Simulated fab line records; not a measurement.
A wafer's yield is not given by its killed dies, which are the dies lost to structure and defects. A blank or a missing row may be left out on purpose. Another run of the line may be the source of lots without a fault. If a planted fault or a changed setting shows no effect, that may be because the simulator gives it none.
fab line records | flow n5-finfet
[record] lots = 7 wafers = 21
route steps=1938 shown WELL_APT@21 FIN_SAQP@96 DUMMY_GATE@220 SD_EPI_N@262 HKMG_FIN@421 BEOL_M4@1111
start-h: start of the lot's first displayed wafer, in hours after the record's first day | wait-h: hours elapsed since this lot's preceding step | " as in the row above | L1.1+2: one row covering several wafers at once | - no value, or no start was given | * or withheld: withheld | < > ~ a bound
route shown NAME@n: NAME is a module with steps in the file, n the number in the route of the first one | usual: the fault-free wafers' mean and standard deviation | same: alike in all rows | chamber/n: place in a boat | sites: readings site by site | _std_site: their standard deviation | _edge_site: the outer-site mean with the inner-site mean subtracted | radius-mm: for every site, how far away it sits from the centre of the wafer | mask NAME#n: copy n | behind: the most recent tool/chamber to have shaped the wafer | hold: what put the lot on hold/how long, in hours/how the hold closed | device: the n, p or np transistor that did not switch | end of line: the tests these same wafers got at the end of their route | a step without rows: its recipe alone | killed: dies that structure and defects cost at the first sort, which is not the same as the wafer's yield | map: shows each die of a wafer: x if killed, . if not, _ if none is there
set.NAME: the setting the step ran with; set.NAME@STEP: the setting that earlier step ran with | model.NAME: the simulator's own value behind a step, which no gauge read
lots with deliberately changed settings; one table per step, one row per wafer
[[steps]]
[step N5_WELL_APT_COAT_02]
[recipe] spin-rpm = 1357 resist-thk-nm = 950
// columns lot.wafer tool chamber start-h wait-h set.spin-rpm model.coat_of_WELL_APT_COAT_02.thk-nm
L074.3 litho-track-03 0 - - 1357 949.6
L074.4 " 0 " " 1357 946.2
L074.6 " 0 " " 1357 948.2
L075.2 litho-track-02 0 - - 1357 956.4
L075.3 " 0 " " 1357 957.7
L075.5 " 0 " " 1357 956.1
L086.2 litho-track-05 0 - - 1252 985.6
L086.5 " 0 " " 1252 985.5
L086.6 " 0 " " 1357 945.8
L088.1 litho-track-03 0 - - 1357 946.3
L088.3 " 0 " " 1269 977.7
L088.5 " 0 " " 1269 980.8
L089.1 litho-track-02 0 - - 1464 909.6
L089.3 " 0 " " 1357 941.3
L089.4 " 0 " " 1464 911
L092.1 litho-track-05 0 - - 1357 944.7
L092.4 " 0 " " 1357 947.9
L092.6 " 0 " " 1357 947.6
L097.1 litho-track-03 0 - - 1425 924.6
L097.3 " 0 " " 1357 948.5
L097.4 " 0 " " 1425 927.3
[step N5_WELL_APT_DEVELOP_07]
[recipe] develop-time-s = 45 rinse-liquid = surfactant-rinse dry = air-spin dev-temp-c = 21
// columns lot.wafer tool chamber start-h wait-h set.develop-time-s set.spin-rpm@WELL_APT_COAT_02 model.coat_of_WELL_APT_COAT_02.thk-nm
L074.3 litho-track-03 0 - - 45 1357 935.4
L074.4 " 0 " " 45 1357 932
L074.6 " 0 " " 45 1357 934
L075.2 litho-track-05 0 - - 49.54 1357 942
L075.3 " 0 " " 45 1357 943.5
L075.5 " 0 " " 49.54 1357 941.7
L086.2 litho-track-05 0 - - 51.99 1252 971.1
L086.5 " 0 " " 45 1252 971.3
L086.6 " 0 " " 45 1357 931.6
L088.1 litho-track-03 0 - - 45 1357 932.1
L088.3 " 0 " " 38.56 1269 963.8
L088.5 " 0 " " 38.56 1269 966.9
L089.1 litho-track-03 0 - - 45 1464 895.4
L089.3 " 0 " " 45 1357 927.1
L089.4 " 0 " " 45 1464 896.8
L092.1 litho-track-05 0 - - 45 1357 930.5
L092.4 " 0 " " 45 1357 933.7
L092.6 " 0 " " 45 1357 933.4
L097.1 litho-track-02 0 - - 45 1425 910.4
L097.3 " 0 " " 35.85 1357 934.7
L097.4 " 0 " " 45 1425 913.1
[step N5_FIN_SAQP_HM_DEP_03]
[recipe] material = SiNx target-thk-a = 380 temp-c = 400 precursor = SiH4/NH3/N2 pressure-torr = 1.5 rf-w = 300 time-s = 33.6
// columns lot.wafer tool chamber start-h wait-h set.time-s model.SiNx_of_FIN_SAQP_HM_DEP_03.thk-nm
L074.3 pecvd-01 1 21.61 0.1 33.6 37.53
L074.4 " 1 " " 33.6 38.33
L074.6 " 0 " " 33.6 38.2
L075.2 pecvd-03 2 26.54 0.2 33.6 37.6
L075.3 " 1 " " 31.33 36.03
L075.5 " 0 " " 33.6 38.19
L086.2 pecvd-02 2 93.31 0.2 33.6 37.42
L086.5 " 1 " " 38.54 43.96
L086.6 " 2 " " 33.6 38.08
L088.1 pecvd-02 1 104.39 0.2 35.53 39.88
L088.3 " 2 " " 35.53 39.14
L088.5 " 1 " " 33.6 38.44
L089.1 pecvd-03 0 110.88 0.3 33.6 37.48
L089.3 " 2 " " 33.6 38.12
L089.4 " 0 " " 33.6 37.73
L092.1 pecvd-01 0 129.85 0.2 33.6 37.96
L092.4 " 0 " " 33.6 38.06
L092.6 " 0 " " 33.6 38.35
L097.1 pecvd-03 1 159.37 0.2 31.71 35.66
L097.3 " 2 " " 33.6 37.76
L097.4 " 2 " " 31.71 35.74
[step N5_FIN_SAQP_THK_MEAS_05]
[usual] thk-nm = 37.9/0.5
// columns lot.wafer tool chamber start-h wait-h set.time-s@FIN_SAQP_HM_DEP_03 thk-nm
L074.3 film-metro-02 - 21.69 0.1 33.6 37.6
L074.4 " - " " 33.6 38.4
L074.6 " - " " 33.6 38.2
L075.2 film-metro-02 - 26.63 0.1 33.6 37.6
L075.3 " - " " 31.33 36.0
L075.5 " - " " 33.6 38.2
L086.2 film-metro-01 - 93.40 0.1 33.6 37.4
L086.5 " - " " 38.54 44.0
L086.6 " - " " 33.6 38.1
L088.1 film-metro-02 - 104.48 0.1 35.53 39.9
L088.3 " - " " 35.53 39.2
L088.5 " - " " 33.6 38.4
L089.1 film-metro-02 - 110.97 0.1 33.6 37.4
L089.3 " - " " 33.6 38.1
L089.4 " - " " 33.6 37.8
L092.1 film-metro-01 - 129.97 0.1 33.6 38.0
L092.4 " - " " 33.6 38.0
L092.6 " - " " 33.6 38.3
L097.1 film-metro-01 - 159.46 0.1 31.71 35.7
L097.3 " - " " 33.6 37.8
L097.4 " - " " 31.71 35.7
[step N5_FIN_SAQP_PECVD_06]
[recipe] material = a-Si target-thk-a = 600 temp-c = 400 precursor = SiH4/He pressure-torr = 3 rf-w = 100 time-s = 48.1
// columns lot.wafer tool chamber start-h wait-h set.time-s model.a-Si_of_FIN_SAQP_PECVD_06.thk-nm
L074.3 pecvd-03 0 21.81 0.0 48.1 60.2
L074.4 " 0 " " 48.1 60.58
L074.6 " 1 " " 48.1 61.76
L075.2 pecvd-01 2 26.75 0.0 51.56 64.5
L075.3 " 1 " " 48.1 59.9
L075.5 " 2 " " 48.1 60.63
L086.2 pecvd-01 2 93.56 0.0 48.1 60.07
L086.5 " 0 " " 48.1 60.4
L086.6 " 2 " " 48.1 60.41
L088.1 pecvd-02 1 104.60 0.0 48.1 58.3
L088.3 " 2 " " 48.1 58.91
L088.5 " 2 " " 48.1 59.5
L089.1 pecvd-02 0 111.09 0.0 48.1 59.76
L089.3 " 2 " " 48.1 59.53
L089.4 " 0 " " 42.68 53.6
L092.1 pecvd-03 2 130.09 0.0 48.1 59.56
L092.4 " 1 " " 48.1 61.1
L092.6 " 0 " " 48.1 60.81
L097.1 pecvd-01 1 159.57 0.0 52.57 65.53
L097.3 " 2 " " 52.57 65.29
L097.4 " 1 " " 48.1 61.39
[step N5_FIN_SAQP_THK_MEAS_07]
[usual] thk-nm = 60.1/0.91
// columns lot.wafer tool chamber start-h wait-h set.time-s@FIN_SAQP_PECVD_06 thk-nm
L074.3 film-metro-02 - 21.90 0.1 48.1 60.2
L074.4 " - " " 48.1 60.6
L074.6 " - " " 48.1 61.7
L075.2 film-metro-02 - 26.84 0.1 51.56 64.5
L075.3 " - " " 48.1 59.9
L075.5 " - " " 48.1 60.6
L086.2 film-metro-02 - 93.68 0.1 48.1 60.1
L086.5 " - " " 48.1 60.4
L086.6 " - " " 48.1 60.4
L088.1 film-metro-02 - 104.69 0.1 48.1 58.3
L088.3 " - " " 48.1 58.9
L088.5 " - " " 48.1 59.5
L089.1 film-metro-01 - 111.18 0.1 48.1 59.7
L089.3 " - " " 48.1 59.5
L089.4 " - " " 42.68 53.6
L092.1 film-metro-02 - 130.18 0.1 48.1 59.6
L092.4 " - " " 48.1 61.1
L092.6 " - " " 48.1 60.8
L097.1 film-metro-02 - 159.66 0.1 52.57 65.6
L097.3 " - " " 52.57 65.2
L097.4 " - " " 48.1 61.4
[step N5_FIN_SAQP_HM_DEP_72]
[recipe] material = SiO2 target-thk-a = 120 temp-c = 400 precursor = SiH4/N2O pressure-torr = 0.75 rf-w = 275 time-s = 7.2
[step N5_FIN_SAQP_COAT_49]
[recipe] resist = SOC temp-c = 250 time-s = 60 spin-rpm = 1500 resist-thk-nm = 100
[step N5_FIN_SAQP_HM_OPEN_73]
[recipe] chemistry = CHF3/O2 target = SiO2 stop-on = a-Si target-depth-a = 120 over-etch-frac = 1.8 mask-material = SOC time-s = 16.8 pressure-mtorr = 30 source-w = 650 bias-w = 170 Ar_flow_sccm = 200 CHF3_flow_sccm = 50 O2_flow_sccm = 5 ion-energy-ev = 200 ends = end-point
[step N5_FIN_SAQP_STRIP_74]
[recipe] chemistry = CHF3/O2 resist = SiARC rf-frequency-hz = 6e+07
[step N5_FIN_SAQP_MANDREL_ETCH_22]
[recipe] target-depth-a = 600 chemistry = HBr/Cl2 target = a-Si stop-on = SiNx bt-time-s = 10 over-etch-frac = 0.5 time-s = 30 pressure-mtorr = 10 icp-w = 800 bias-w = 75 HBr_flow_sccm = 150 Cl2_flow_sccm = 80 ends = end-point
[usual] oes-product-au = 0.762/0.013
// columns lot.wafer tool chamber start-h wait-h set.time-s@FIN_SAQP_PECVD_06 oes-product-au model.etch.depth-nm
L074.3 rie-si-01 1 22.80 0.0 48.1 0.758 60.11
L074.4 " 2 " " 48.1 0.750 60.58
L074.6 " 2 " " 48.1 0.760 61.65
L075.2 rie-si-01 2 27.70 0.0 51.56 0.783 64.5
L075.3 " 3 " " 48.1 0.763 59.87
L075.5 " 2 " " 48.1 0.763 60.63
L086.2 rie-si-02 1 94.52 0.0 48.1 0.769 60
L086.5 " 1 " " 48.1 0.771 60.35
L086.6 " 0 " " 48.1 0.780 60.41
L088.1 rie-si-04 1 105.58 0.0 48.1 0.753 58.3
L088.3 " 3 " " 48.1 0.760 58.91
L088.5 " 3 " " 48.1 0.766 59.48
L089.1 rie-si-04 1 112.13 0.0 48.1 0.762 59.69
L089.3 " 3 " " 48.1 0.767 59.48
L089.4 " 0 " " 42.68 0.723 53.6
L092.1 rie-si-04 3 131.04 0.0 48.1 0.763 59.48
L092.4 " 0 " " 48.1 0.774 60.99
L092.6 " 3 " " 48.1 0.772 60.81
L097.1 rie-si-01 3 160.41 0.0 52.57 0.799 65.42
L097.3 " 1 " " 52.57 0.799 65.29
L097.4 " 0 " " 48.1 0.757 61.39
[step N5_FIN_SAQP_STRIP_55]
[recipe] chemistry = N2/H2 power-w = 500 temp-c = 40 pressure-mtorr = 50 rf-frequency-hz = 6e+07 overash-fraction = 0.3 bias-power-w = 28 h2-frac = 0.5 n2-flow-sccm = 300 h2-flow-sccm = 300
[step N5_FIN_SAQP_STRIP_23]
[recipe] chemistry = SPM time-s = 750 temp-c = 130 h2so4-h2o2-vol-ratio = 4
[step N5_FIN_SAQP_SRD_66]
[recipe] dry = ipa-marangoni time-s = 30 temp-c = 23 rinse-liquid = diw
[step N5_FIN_SAQP_RECESS_75]
[recipe] chemistry = HF/NH3 target = SiO2 target-depth-a = 144 afs-cycles = 3 temp-c = 30 sublimation-temp-c = 180 sublimation-time-s = 60
[step N5_FIN_SAQP_SPACER1_ALD_24]
[recipe] material = SiO2 target-thk-a = 203 temp-c = 300 ald-precursor-family = BDEAS ald-co-reactant = O2-plasma pulse-time-s = 1 purge-time-s = 2 co-reactant-purge-time-s = 2 ald-cycles = 218 pressure-torr = 2
// columns lot.wafer tool chamber start-h wait-h set.time-s@FIN_SAQP_PECVD_06 model.a-Si_of_FIN_SAQP_PECVD_06.thk-nm
L074.3 ald-sin-02 1 23.88 0.4 48.1 60
L074.4 " 2 " " 48.1 60.4
L074.6 " 1 " " 48.1 61.4
L075.2 ald-sin-04 2 28.50 0.3 51.56 64.4
L075.3 " 0 " " 48.1 59.6
L075.5 " 3 " " 48.1 60.4
L086.2 ald-sin-03 1 95.89 0.6 48.1 59.8
L086.5+6 " 2,3 " " 48.1 60.2
L088.1 ald-sin-02 0 106.38 0.3 48.1 58.2
L088.3 " 3 " " 48.1 58.8
L088.5 " 0 " " 48.1 59.4
L089.1 ald-sin-02 2 112.97 0.3 48.1 59.6
L089.3 " 3 " " 48.1 59.2
L089.4 " 1 " " 42.68 53.4
L092.1 ald-sin-04 0 131.85 0.3 48.1 59.2
L092.4 " 1 " " 48.1 60.8
L092.6 " 0 " " 48.1 60.6
L097.1+3 ald-sin-04 3,1 161.26 0.3 52.57 65.2
L097.4 " 2 " " 48.1 61.2
[step N5_FIN_SAQP_SPACER1_ETCHBACK_25]
[recipe] chemistry = CHF3/O2 mode = anisotropic-etchback target = SiO2 target-depth-a = 244 time-s = 12.2 pressure-mtorr = 30 source-w = 650 bias-w = 170 Ar_flow_sccm = 200 CHF3_flow_sccm = 50 O2_flow_sccm = 5 ion-energy-ev = 200
[step N5_FIN_SAQP_MANDREL1_REMOVE_56]
[recipe] chemistry = HBr/Cl2/O2 bt-time-s = 10 target = a-Si stop-on = SiNx endpoint = OES-SiCl over-etch-frac = 1 icp-w = 600 bias-w = 22 HBr_flow_sccm = 150 Cl2_flow_sccm = 80 O2_flow_sccm = 5 pressure-mtorr = 10
[step N5_FIN_SAQP_ETCH_57]
[recipe] chemistry = CH3F/O2 target = SiNx mask-material = SiO2 target-depth-a = 325 time-s = 46.4 pressure-mtorr = 30 source-w = 395 bias-w = 73 Ar_flow_sccm = 150 CH3F_flow_sccm = 30 O2_flow_sccm = 20 ion-energy-ev = 120 ends = cleared
[step N5_FIN_SAQP_ETCH_65]
[recipe] chemistry = CF4 target = SiO2 target-depth-a = 40 ion-energy-ev = 350 time-s = 4.4 pressure-mtorr = 10 icp-w = 800 bias-w = 400 cf4-flow-sccm = 80
[step N5_FIN_SAQP_MANDREL_ETCH_58]
[recipe] chemistry = HBr/Cl2 target = a-Si target-depth-a = 450 bt-time-s = 10 stop-on = SiNx mask-material = SiO2 over-etch-frac = 0.8 time-s = 27 pressure-mtorr = 10 icp-w = 800 bias-w = 75 HBr_flow_sccm = 150 Cl2_flow_sccm = 80 ends = end-point
// columns lot.wafer tool chamber start-h wait-h set.time-s@FIN_SAQP_HM_DEP_03 model.SiNx_of_FIN_SAQP_HM_DEP_03.thk-nm
L074.3 rie-si-01 0 24.99 0.0 33.6 37.4
L074.4+6 " 1,2 " " 33.6 38.2
L075.2 rie-si-04 2 29.92 0.0 33.6 37.6
L075.3 " 0 " " 31.33 36.03
L075.5 " 0 " " 33.6 38.19
L086.2 rie-si-01 0 97.25 0.0 33.6 37.4
L086.5 " 2 " " 38.54 43.96
L086.6 " 3 " " 33.6 38
L088.1 rie-si-01 2 107.48 0.0 35.53 39.88
L088.3 " 1 " " 35.53 39
L088.5 " 1 " " 33.6 38.2
L089.1 rie-si-02 3 114.07 0.0 33.6 37.48
L089.3 " 1 " " 33.6 37.8
L089.4 " 0 " " 33.6 37.6
L092.1 rie-si-01 2 133.03 0.0 33.6 37.96
L092.4 " 0 " " 33.6 38
L092.6 " 3 " " 33.6 38.2
L097.1+4 rie-si-01 3,0 162.51 0.0 31.71 35.6
L097.3 " 1 " " 33.6 37.6
[step N5_FIN_SAQP_RECESS_63]
[recipe] chemistry = HF/NH3 target = SiO2 target-depth-a = 180 afs-cycles = 3 temp-c = 30 sublimation-temp-c = 180 sublimation-time-s = 60
[step N5_FIN_SAQP_COAT_68]
[recipe] resist = SOC temp-c = 250 time-s = 60 spin-rpm = 1500 resist-thk-nm = 100
[step N5_FIN_SAQP_MANDREL2_REMOVE_60]
[recipe] chemistry = HBr/Cl2/O2 bt-time-s = 10 target = a-Si stop-on = SiNx endpoint = OES-SiCl over-etch-frac = 1 icp-w = 600 bias-w = 22 HBr_flow_sccm = 150 Cl2_flow_sccm = 80 O2_flow_sccm = 5 pressure-mtorr = 10
[step N5_FIN_SAQP_HM_OPEN_33]
[recipe] chemistry = CH3F/O2 target = SiNx mask-material = SiO2 target-depth-a = 494 time-s = 70.6 pressure-mtorr = 30 source-w = 395 bias-w = 73 Ar_flow_sccm = 150 CH3F_flow_sccm = 30 O2_flow_sccm = 20 ion-energy-ev = 120 ends = cleared
[usual] etch-rf-on-time-s = 68.8/1.3
// columns lot.wafer tool chamber start-h wait-h set.time-s@FIN_SAQP_HM_DEP_03 etch-rf-on-time-s model.etch.depth-nm
L074.3 rie-diel-02 1 26.39 0.0 33.6 68.1 36.85
L074.4 " 2 " " 33.6 70.4 37.55
L074.6 " 0 " " 33.6 68.4 37.58
L075.2 rie-diel-02 1 31.45 0.0 33.6 68.2 36.97
L075.3 " 2 " " 31.33 66.4 35.4
L075.5 " 1 " " 33.6 69.8 37.56
L086.2 rie-diel-06 3 100.26 0.2 33.6 67.2 36.73
L086.5 " 1 " " 38.54 79.6 43.34
L086.6 " 2 " " 33.6 69.8 37.37
L088.1 rie-diel-06 1 109.27 0.2 35.53 73.5 39.25
L088.3 " 2 " " 35.53 72.2 38.36
L088.5 " 3 " " 33.6 69.1 37.66
L089.1 rie-diel-06 2 115.50 0.0 33.6 68.6 36.85
L089.3 " 1 " " 33.6 68.6 37.24
L089.4 " 3 " " 33.6 67.3 37.03
L092.1 rie-diel-05 1 135.74 0.0 33.6 68.6 37.33
L092.4 " 2 " " 33.6 68.8 37.37
L092.6 " 3 " " 33.6 69.8 37.64
L097.1 rie-diel-05 0 163.98 0.1 31.71 63.0 34.96
L097.3 " 3 " " 33.6 69.1 36.99
L097.4 " 1 " " 31.71 64.2 35.05
[step N5_FIN_SAQP_ETCH_64]
[recipe] chemistry = CF4 target = SiO2 target-depth-a = 15 ion-energy-ev = 350 pressure-mtorr = 10 icp-w = 800 bias-w = 400 cf4-flow-sccm = 80
// columns lot.wafer tool chamber start-h wait-h set.bias-w set.time-s@FIN_SAQP_HM_DEP_03 model.SiNx_of_FIN_SAQP_HM_DEP_03.thk-nm
L074.3 rie-si-04 3 26.66 0.0 424.8 33.6 32
L074.4+6 " 0,3 " " 424.8 33.6 32.8
L075.2 rie-si-01 3 31.73 0.0 362.3 33.6 32.4
L075.3 " 2 " " 362.3 31.33 30.8
L075.5 " 3 " " 400 33.6 32.8
L086.2 rie-si-02 2 100.52 0.0 332.2 33.6 32.2
L086.5 " 3 " " 400 38.54 38.6
L086.6 " 2 " " 332.2 33.6 33
L088.1 rie-si-01 2 109.54 0.0 331.6 35.53 34.6
L088.3 " 0 " " 400 35.53 33.6
L088.5 " 3 " " 331.6 33.6 33
L089.1 rie-si-01 3 115.76 0.0 468.9 33.6 32
L089.3 " 2 " " 468.9 33.6 32.2
L089.4 " 1 " " 400 33.6 32.2
L092.1 rie-si-04 3 136.00 0.0 400 33.6 32.4
L092.4 " 0 " " 400 33.6 32.6
L092.6 " 1 " " 400 33.6 32.8
L097.1+4 rie-si-02 0,1 164.24 0.0 400 31.71 30.2
L097.3 " 2 " " 400 33.6 32.4
[step N5_DUMMY_GATE_HM_DEP_06]
[recipe] material = SiNx target-thk-a = 800 precursor = DCS/NH3 temp-c = 700 pressure-mtorr = 300 time-s = 5141
// columns lot.wafer tool chamber start-h wait-h set.time-s model.SiNx_of_DUMMY_GATE_HM_DEP_06.thk-nm
L074.3 - - - 0.0 4903 75.4
L074.4 " - " " 4903 75.6
L074.6 " - " " 4903 75.8
L075.2 - - - 0.0 4410 69
L075.3 " - " " 4410 68.6
L075.5 " - " " 4410 68.2
L086.2 - - - 0.0 5860 91
L086.5 " - " " 5860 90.6
L086.6 " - " " 5860 91.6
L088.1 - - - 0.0 5765 90
L088.3 " - " " 5765 90.2
L088.5 " - " " 5765 89.6
L089.1 - - - 0.0 5549 85.8
L089.3 " - " " 5549 84.8
L089.4 " - " " 5549 85.6
L092.1 lpcvd-01 0/40 152.39 0.0 5141 79.6
L092.4 " 0/54 " " 5141 80.2
L092.6 " 0/64 " " 5141 79.8
L097.1 - - - 0.0 5141 78.6
L097.3 " - " " 5141 79
L097.4 " - " " 5141 79.2
[step N5_DUMMY_GATE_COAT_28]
[recipe] resist = underlayer temp-c = 205 time-s = 60 spin-rpm = 1500 resist-thk-nm = 10
// columns lot.wafer tool chamber start-h wait-h set.spin-rpm model.underlayer_of_DUMMY_GATE_COAT_28.thk-nm
L074.3+6 litho-track-04 0 - - 1345 10.6
L074.4 " 0 " " 1500 10
L075.2 litho-track-01 0 - - 1443 10.2
L075.3+5 " 0 " " 1500 10
L086.2+5+6 litho-track-04 0 - - 1500 10
L088.1+3+5 litho-track-04 0 - - 1500 10
L089.1 litho-track-05 0 - - 1598 9.6
L089.3+4 " 0 " " 1500 10
L092.1+4+6 litho-track-05 0 - - 1500 10
L097.1+3 litho-track-01 0 - - 1336 10.6
L097.4 " 0 " " 1500 10
[step N5_SD_EPI_N_COAT_32]
[recipe] resist = SOC temp-c = 250 time-s = 60 spin-rpm = 1500 resist-thk-nm = 350
// columns lot.wafer tool chamber start-h wait-h set.spin-rpm model.SOC_of_SD_EPI_N_COAT_32.thk-nm
L074.3 litho-track-02 0 48.17 0.0 1377 364.8
L074.4 " 0 " " 1377 364.2
L074.6 " 0 " " 1500 349.4
L075.2 litho-track-02 0 52.92 0.0 1500 348.6
L075.3 " 0 " " 1379 362.8
L075.5 " 0 " " 1379 362.6
L086.2+5 litho-track-03 0 123.94 0.0 1617 337.6
L086.6 " 0 " " 1617 338.2
L088.1 litho-track-05 0 135.93 0.0 1500 348.4
L088.3+5 " 0 " " 1664 332.4
L089.1 litho-track-02 0 138.00 0.0 1500 351.4
L089.3 " 0 " " 1500 350.6
L089.4 " 0 " " 1500 350.8
L092.1 litho-track-03 0 162.03 0.0 1500 348.6
L092.4+6 " 0 " " 1500 349
L097.1 litho-track-03 0 186.24 0.0 1500 348.2
L097.3 " 0 " " 1500 347.8
L097.4 " 0 " " 1500 349
[step N5_HKMG_FIN_PWFM_ALD_03]
[recipe] material = TiN target-thk-a = 20 temp-c = 400 ald-precursor-family = TiCl4 ald-co-reactant = NH3 pulse-time-s = 1 purge-time-s = 3 co-reactant-purge-time-s = 2 co-reactant-pulse-time-s = 2 ald-cycles = 91 pressure-torr = 3
// columns lot.wafer tool chamber start-h wait-h set.ald-cycles
L074.3 ald-metal-02 0 73.79 0.0 105
L074.4+6 " 2,1 " " 91
L075.2+3+5 ald-metal-01 1,0,0 77.83 0.0 91
L086.2 ald-metal-02 0 149.87 0.0 91
L086.5+6 " 1,0 " " 104
L088.1+5 ald-metal-01 3,2 163.20 0.0 91
L088.3 " 2 " " 96
L089.1+4 ald-metal-04 2,0 164.30 0.0 91
L089.3 " 3 " " 84
L092.1+4+6 ald-metal-01 1,0,1 187.86 0.0 91
L097.1+3 ald-metal-01 0,3 211.42 0.0 91
L097.4 " 1 " " 78
[step N5_BEOL_M4_RC_MEAS_101]
[usual] VT_P = -251/3.4
// columns lot.wafer tool chamber start-h wait-h set.ald-cycles@HKMG_FIN_PWFM_ALD_03 VT_P[mV]
L074.3 prober-02 0 165.61 0.3 105 -247
L074.4 " 0 " " 91 -258
L074.6 " 0 " " 91 -257
L075.2 prober-01 0 166.18 0.2 91 -248
L075.3 " 0 " " 91 -248
L075.5 " 0 " " 91 -249
L086.2 prober-02 0 233.70 0.2 91 -255
L086.5 " 0 " " 104 -247
L086.6 " 0 " " 104 -243
L088.1 prober-02 0 254.23 0.0 91 -252
L088.3 " 0 " " 96 -247
L088.5 " 0 " " 91 -249
L089.1 prober-01 0 257.33 0.0 91 -253
L089.3 " 0 " " 84 -259
L089.4 " 0 " " 91 -252
L092.1 prober-02 0 277.04 0.0 91 -257
L092.4 " 0 " " 91 -255
L092.6 " 0 " " 91 -253
L097.1 prober-02 0 303.75 0.0 91 -251
L097.3 " 0 " " 91 -253
L097.4 " 0 " " 78 -262
[[key]]
[split] step = N5_WELL_APT_COAT_02 setting = spin-rpm stated = 1357 by = wafer
[response] step = N5_WELL_APT_COAT_02 reading = model.coat_of_WELL_APT_COAT_02.thk-nm change = -4.64 per = 1% r = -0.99
[response] step = N5_WELL_APT_DEVELOP_07 reading = model.coat_of_WELL_APT_COAT_02.thk-nm change = -4.66 per = 1% r = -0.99
[split] step = N5_WELL_APT_DEVELOP_07 setting = develop-time-s stated = 45 by = wafer
response none clear
[split] step = N5_FIN_SAQP_HM_DEP_03 setting = time-s stated = 33.6 by = wafer
[response] step = N5_FIN_SAQP_HM_DEP_03 reading = model.SiNx_of_FIN_SAQP_HM_DEP_03.thk-nm change = +0.373 per = 1% r = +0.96
[response] step = N5_FIN_SAQP_THK_MEAS_05 reading = thk-nm change = * per = 1% r = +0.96
[response] step = N5_FIN_SAQP_MANDREL_ETCH_58 reading = model.SiNx_of_FIN_SAQP_HM_DEP_03.thk-nm change = +0.377 per = 1% r = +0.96
[response] step = N5_FIN_SAQP_HM_OPEN_33 reading = etch-rf-on-time-s change = * per = 1% r = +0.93
[response] step = N5_FIN_SAQP_HM_OPEN_33 reading = model.etch.depth-nm change = +0.376 per = 1% r = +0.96
[response] step = N5_FIN_SAQP_ETCH_64 reading = model.SiNx_of_FIN_SAQP_HM_DEP_03.thk-nm change = +0.365 per = 1% r = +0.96
[split] step = N5_FIN_SAQP_PECVD_06 setting = time-s stated = 48.1 by = wafer
[response] step = N5_FIN_SAQP_PECVD_06 reading = model.a-Si_of_FIN_SAQP_PECVD_06.thk-nm change = +0.513 per = 1% r = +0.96
[response] step = N5_FIN_SAQP_THK_MEAS_07 reading = thk-nm change = * per = 1% r = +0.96
[response] step = N5_FIN_SAQP_MANDREL_ETCH_22 reading = oes-product-au change = +0.00375 per = 1% r = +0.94
[response] step = N5_FIN_SAQP_MANDREL_ETCH_22 reading = model.etch.depth-nm change = +0.509 per = 1% r = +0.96
[response] step = N5_FIN_SAQP_SPACER1_ALD_24 reading = model.a-Si_of_FIN_SAQP_PECVD_06.thk-nm change = +0.515 per = 1% r = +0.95
[split] step = N5_FIN_SAQP_ETCH_64 setting = bias-w stated = 400 by = wafer
response none clear
[split] step = N5_DUMMY_GATE_HM_DEP_06 setting = time-s stated = 5141 by = lot
[response] step = N5_DUMMY_GATE_HM_DEP_06 reading = model.SiNx_of_DUMMY_GATE_HM_DEP_06.thk-nm change = +0.805 per = 1% r = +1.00
[split] step = N5_DUMMY_GATE_COAT_28 setting = spin-rpm stated = 1500 by = wafer
[response] step = N5_DUMMY_GATE_COAT_28 reading = model.underlayer_of_DUMMY_GATE_COAT_28.thk-nm change = -0.0569 per = 1% r = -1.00
[split] step = N5_SD_EPI_N_COAT_32 setting = spin-rpm stated = 1500 by = wafer
[response] step = N5_SD_EPI_N_COAT_32 reading = model.SOC_of_SD_EPI_N_COAT_32.thk-nm change = -1.64 per = 1% r = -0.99
[split] step = N5_HKMG_FIN_PWFM_ALD_03 setting = ald-cycles stated = 91 by = wafer
[response] step = N5_BEOL_M4_RC_MEAS_101 reading = VT_P slope = +0.688 per = 1% together-with = none explained = 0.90
